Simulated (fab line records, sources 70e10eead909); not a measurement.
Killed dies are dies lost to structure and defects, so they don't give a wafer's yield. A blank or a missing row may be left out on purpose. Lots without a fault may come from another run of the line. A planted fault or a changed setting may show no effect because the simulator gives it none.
Which tool did it? | flow nand_harc | 13 lots, 39 wafers sampled, at 5 steps of a route of 1302

WHAT THE GAUGES READ, wafer by wafer
NHARC_THIN_TSV_CD_MEAS_33: target cd 5000 nm.
lot  | measured     | on        | cd_nm (nm)
L140 | day 24 14:28 | cd_sem-01 | 5001.8 5000.0 4999.6
L142 | day 24 19:03 | cd_sem-01 | 5001.2 5001.4 5000.3
L141 | day 25 00:26 | cd_sem-02 | 4999.4 4999.2 5000.7
L144 | day 26 04:02 | cd_sem-01 | 5000.9 5002.1 5003.3
L151 | day 28 13:47 | cd_sem-01 | 5002.1 5002.2 5002.1
L155 | day 30 04:25 | cd_sem-03 | 5003.0 5001.1 5002.0
L154 | day 30 03:18 | cd_sem-03 | 5000.6 5000.0 4999.9
L157 | day 30 19:59 | cd_sem-01 | 5004.5 5004.2 5003.2
L158 | day 31 12:34 | cd_sem-01 | 5003.3 4999.4 4999.7
L159 | day 32 09:07 | cd_sem-01 | 4999.4 5001.1 5001.8
L160 | day 33 04:40 | cd_sem-01 | 5001.9 5001.6 5000.4
L162 | day 33 16:14 | cd_sem-03 | 5003.3 5000.9 5002.9
L163 | day 34 08:22 | cd_sem-02 | 4999.6 4997.6 5000.1

NHARC_THIN_TSV_CD_MEAS_37.
lot  | measured     | on        | cd_nm (nm)
L140 | day 24 15:55 | cd_sem-01 | 4998.9 5002.2 4999.0
L142 | day 24 20:29 | cd_sem-03 | 5000.5 4997.3 4998.7
L141 | day 25 01:52 | cd_sem-02 | 4998.4 4997.6 4997.3
L144 | day 26 07:59 | cd_sem-02 | 5000.2 5004.1 5002.0
L151 | day 28 15:17 | cd_sem-02 | 5003.2 5003.1 5000.9
L155 | day 30 05:56 | cd_sem-03 | 5000.8 4997.5 5002.2
L154 | day 30 04:48 | cd_sem-01 | 5000.3 4999.8 4997.3
L157 | day 30 21:26 | cd_sem-03 | 5005.5 5002.0 5003.3
L158 | day 31 14:01 | cd_sem-01 | 5003.9 4998.3 4999.7
L159 | day 32 10:34 | cd_sem-01 | 4999.3 4998.9 5002.7
L160 | day 33 06:10 | cd_sem-01 | 5003.8 5002.0 5003.6
L162 | day 33 17:41 | cd_sem-02 | 4999.7 5002.8 5003.0
L163 | day 34 09:49 | cd_sem-03 | 4997.8 4997.5 4998.2

NHARC_END_SORT_01.
lot  | measured     | on        | killed_at_array | killed_at_other | killed_at_periphery | killed_dies | killed_open | killed_short
L144 | day 26 15:31 | prober-01 | 144 92 163      | 0 1 0           | 2 0 0               | 146 93 163  | 4 4 4       | 1 3 4
L157 | day 31 07:26 | prober-01 | 49              | 1               | 2                   | 52          | 5           | 1

WHICH TOOL RAN EACH LOT (tool, then ch and the chambers of the sampled wafers, then the start)
lot  | NHARC_A_CHANNEL_FILL_D1_ALD_16   | NHARC_THIN_TSV_ANNEAL_52
L140 | ald_hk-01 ch 0,1,3, day 9 15:11  | rtp_anneal-01 ch 0, day 24 12:34
L142 | ald_hk-02 ch 0,1,2, day 10 04:46 | rtp_anneal-01 ch 0, day 24 17:07
L141 | ald_hk-02 ch 1,3, day 10 04:57   | rtp_anneal-01 ch 0, day 24 22:29
L144 | ald_hk-02 ch 0,3, day 11 18:30   | rtp_anneal-01 ch 0, day 26 02:04
L151 | ald_hk-04 ch 0,1,2, day 13 18:49 | rtp_anneal-01 ch 0, day 28 11:50
L155 | ald_hk-01 ch 0,1,2, day 15 10:44 | rtp_anneal-02 ch 0, day 30 02:35
L154 | ald_hk-04 ch 0,1, day 15 10:44   | rtp_anneal-01 ch 0, day 30 01:30
L157 | ald_hk-01 ch 0,2, day 16 03:20   | rtp_anneal-01 ch 0, day 30 18:13
L158 | ald_hk-02 ch 1,2,3, day 16 16:13 | rtp_anneal-01 ch 0, day 31 10:47
L159 | ald_hk-01 ch 0,3, day 17 23:32   | rtp_anneal-01 ch 0, day 32 07:20
L160 | ald_hk-02 ch 1,2,3, day 18 06:22 | rtp_anneal-02 ch 0, day 33 02:44
L162 | ald_hk-04 ch 1,2,3, day 18 16:01 | rtp_anneal-02 ch 0, day 33 14:23
L163 | ald_hk-01 ch 1,2,3, day 19 15:31 | rtp_anneal-01 ch 0, day 34 06:29
- NHARC_A_CHANNEL_FILL_D1_ALD_16: deposits SiO2, target thk 1.5 nm, pulse time 10 s, ald cycles 15.
- NHARC_THIN_TSV_ANNEAL_52: time 90 s.

WHAT THE TOOLS THEMSELVES READ (means of the sampled wafers that have a number; where no wafer has one, the mark that the record gives instead)
NHARC_A_CHANNEL_FILL_D1_ALD_16.
lot  | tool      | heater_power_outer_w (W) | heater_power_w (W) | precursor_pulse_height_rel
L140 | ald_hk-01 | 257                      | 471                | 0.998
L142 | ald_hk-02 | 279                      | 505                | 1.012
L141 | ald_hk-02 | 267                      | 463                | 0.997
L144 | ald_hk-02 | 285                      | 509                | 0.987
L151 | ald_hk-04 | 273                      | 469                | 1.012
L155 | ald_hk-01 | 272                      | 492                | 1.007
L154 | ald_hk-04 | 274                      | 484                | 0.997
L157 | ald_hk-01 | 287                      | 534                | 1.021
L158 | ald_hk-02 | 295                      | 512                | 0.993
L159 | ald_hk-01 | 267                      | 501                | 0.996
L160 | ald_hk-02 | 288                      | 511                | 1.006
L162 | ald_hk-04 | 277                      | 478                | 1.001
L163 | ald_hk-01 | 252                      | 450                | 0.986

NHARC_THIN_TSV_ANNEAL_52.
lot  | tool          | anneal_temp_c_max | wafer_temp_C_max
L140 | rtp_anneal-01 | 226.53            | 226.6
L142 | rtp_anneal-01 | 226.32            | 226.5
L141 | rtp_anneal-01 | 226.15            | 226.2
L144 | rtp_anneal-01 | 226.40            | 226.6
L151 | rtp_anneal-01 | 226.54            | 227.0
L155 | rtp_anneal-02 | 226.03            | 226.0
L154 | rtp_anneal-01 | 226.81            | 226.7
L157 | rtp_anneal-01 | 226.49            | 226.2
L158 | rtp_anneal-01 | 226.38            | 226.5
L159 | rtp_anneal-01 | 226.60            | 226.1
L160 | rtp_anneal-02 | 226.18            | 225.9
L162 | rtp_anneal-02 | 226.04            | 225.9
L163 | rtp_anneal-01 | 226.49            | 226.2

THE ANSWER, worked out from the rows above alone
Rule: what is usual is taken from the lots themselves. Put in order of their means at a reading, lots are off if they are a third of the lots or fewer, leave a main group of 4 or more, and stand apart from it by a gap of 3 or more times the standard deviation of the main group's means; of several such gaps the widest counts. A main group whose means are all the same, to the digits that the tables above print for the reading, isn't used. A lot without any number at a reading at which 4 lots or more have one is off too. The other lots that the step has rows for count as sound. The gauges are gone through in route order, then the tools' own readings, and for those a lot's mean is taken as printed above. The first step at which some lot is off is used, and at that step the reading that is off furthest; a lot without a number counts as furthest.
No lot is off at any reading shown: from this, nothing can be told.

WHAT THE SIMULATOR HAD PUT IN
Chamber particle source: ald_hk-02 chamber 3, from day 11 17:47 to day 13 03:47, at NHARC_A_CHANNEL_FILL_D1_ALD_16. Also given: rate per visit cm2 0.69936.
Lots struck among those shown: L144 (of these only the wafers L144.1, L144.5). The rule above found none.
